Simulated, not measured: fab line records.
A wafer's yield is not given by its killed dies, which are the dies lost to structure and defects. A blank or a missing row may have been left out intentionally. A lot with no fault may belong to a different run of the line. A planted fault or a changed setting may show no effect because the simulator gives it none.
Comparing a struck lot with a sound one	flow n5_finfet	17 steps out of a route of 1938
Sound: wafers L774.2, L774.5, L774.6. Struck: wafers L781.1, L781.5. (L781.6 of the same lot was not struck and is left out.) The cause comes at the end.
For every step that has rows: the tool of each side, followed by ch and its chambers, followed by its first start. Under that, the readings that differ: sound wafers	struck wafers	difference of the means	sigmas: that difference in standard deviations of wafers without a fault.
alike: readings with means less than 2 such deviations apart, plus words and numbers identical on both sides. not compared: withheld readings, readings lacking a value on some wafer, bounds such as >300 that could conceal the same value, and numbers that have no deviation in the record and whose values overlap.
Wherever a step has rows on one side only, a row that says differs or no value, or a row with sigmas, the two part there. Non-overlapping numbers with no deviation appear without sigmas and do not part them. A reading missing from all wafers of one side parts the sides only when that side holds two or more wafers.

N5_BEOL_M10_ETCH_62: etches SOC in N2/H2, target depth 110 nm, overetch 22 nm, time 165 s.
  sound on rie_diel-04 ch 1,2, day 11 14:50; struck on rie_diel-03 ch 1,2, day 13 22:15
reading	sound	struck	difference	sigmas
rf_vpp_V (V)	522.9 519.6 523.4	528.9 526.0	+5.5	+2
showerhead_plenum_p_Torr (Torr)	2.49 2.41 2.48	2.69 2.60	+0.19	+2
  alike: drypump_motor_current_A, oes_product_au, throttle_valve_pct
  not compared: rf_hours_counter_h
then, 1 step without rows for these wafers: N5_BEOL_M10_STRIP_68 (strips in N2/H2).
N5_BEOL_M10_STRIP_67: strips in CF4.
  sound on rie_diel-04 ch 1,2, day 11 14:59; struck on rie_diel-03 ch 1,2, day 13 22:24
  alike: drypump_motor_current_A, oes_product_au, power_w, rf_vpp_V, showerhead_plenum_p_Torr, throttle_valve_pct
  not compared: rf_hours_counter_h
N5_BEOL_M10_HM_OPEN_17: chemistry Cl2/BCl3, target TiN, target depth 20 nm, overetch 6 nm.
  sound on rie_metal-01 ch 0,1, day 11 15:02; struck on rie_metal-02 ch 0,1, day 13 22:26
  alike: drypump_motor_current_A, oes_ar_750_au, oes_product_au, throttle_valve_pct
  not compared: rf_hours_counter_h
N5_BEOL_M10_STRIP_19: strips in O2.
  sound on rie_diel-04 ch 1,2, day 11 15:16; struck on rie_diel-04 ch 2,3, day 13 22:38
  alike: drypump_motor_current_A, oes_product_au, rf_vpp_V, showerhead_plenum_p_Torr, throttle_valve_pct
  not compared: rf_hours_counter_h
N5_BEOL_M10_CD_MEAS_18: pitch 140 nm, target cd 70 nm.
  struck on cd_sem-01, day 13 22:43; sound on cd_sem-02, day 11 15:20
  alike: cd_nm
then, 6 steps without rows for these wafers: N5_BEOL_M10_COAT_63 (time 60 s, resist thk 100 nm); N5_BEOL_M10_COAT_64 (time 60 s, resist thk 30 nm); N5_BEOL_M10_COAT_22 (resist thk 90 nm); N5_BEOL_M10_EBR_24; N5_BEOL_M10_SOFTBAKE_23 (time 60 s); N5_BEOL_M10_EXPOSE_25 (exposes mask V9).
N5_BEOL_M10_PEB_26: peb time 60 s.
  sound on litho_track-05 ch 0, day 11 15:40; struck on litho_track-01 ch 0, day 14 00:22
  alike: chill_plate_temp_C
then, 1 step without rows for these wafers: N5_BEOL_M10_DEVELOP_27 (develop time 30 s).
N5_BEOL_M10_CD_MEAS_28 targets a cd of 70 nm.
  sound on cd_sem-03 ch 0, day 11 15:44; struck on cd_sem-01 ch 0, day 14 00:26
reading	sound	struck	difference	sigmas
cd_nm (nm)	70.8 70.5 70.0	75.7 75.0	+4.9	+6
N5_BEOL_M10_OVL_MEAS_29:
  sound on overlay-01 ch 0, day 11 15:46; struck on overlay-01 ch 0, day 14 00:28
  alike: V9_OVL
-- record jumps: 2 days separate the struck wafers' starts on either side; left off in module BEOL_M10, taken up again in module PASSIVATION, whose first shown step is the route's number 1936 --
N5_PASSIVATION_PROBE_49:
  struck on prober-02, day 16 03:40; sound on prober-01, day 13 16:25
reading	sound	struck	difference	sigmas
sort_bin_8_speed (%)	0 0 0.08	0 0	+0	-3
  alike: defect_limited_yield, killed_at_M0_to_M3, killed_at_M4_up, killed_at_contacts, killed_at_front_end, killed_at_other, killed_dies, killed_on_rim, killed_open, killed_short, sort_bin_5_function, sort_bin_6_memory, sort_n_pass, sort_yield_pct

WHERE THEY PART
Earliest at N5_BEOL_M10_ETCH_62; latest, in this record, at N5_PASSIVATION_PROBE_49.

WHY: what the simulator had put in
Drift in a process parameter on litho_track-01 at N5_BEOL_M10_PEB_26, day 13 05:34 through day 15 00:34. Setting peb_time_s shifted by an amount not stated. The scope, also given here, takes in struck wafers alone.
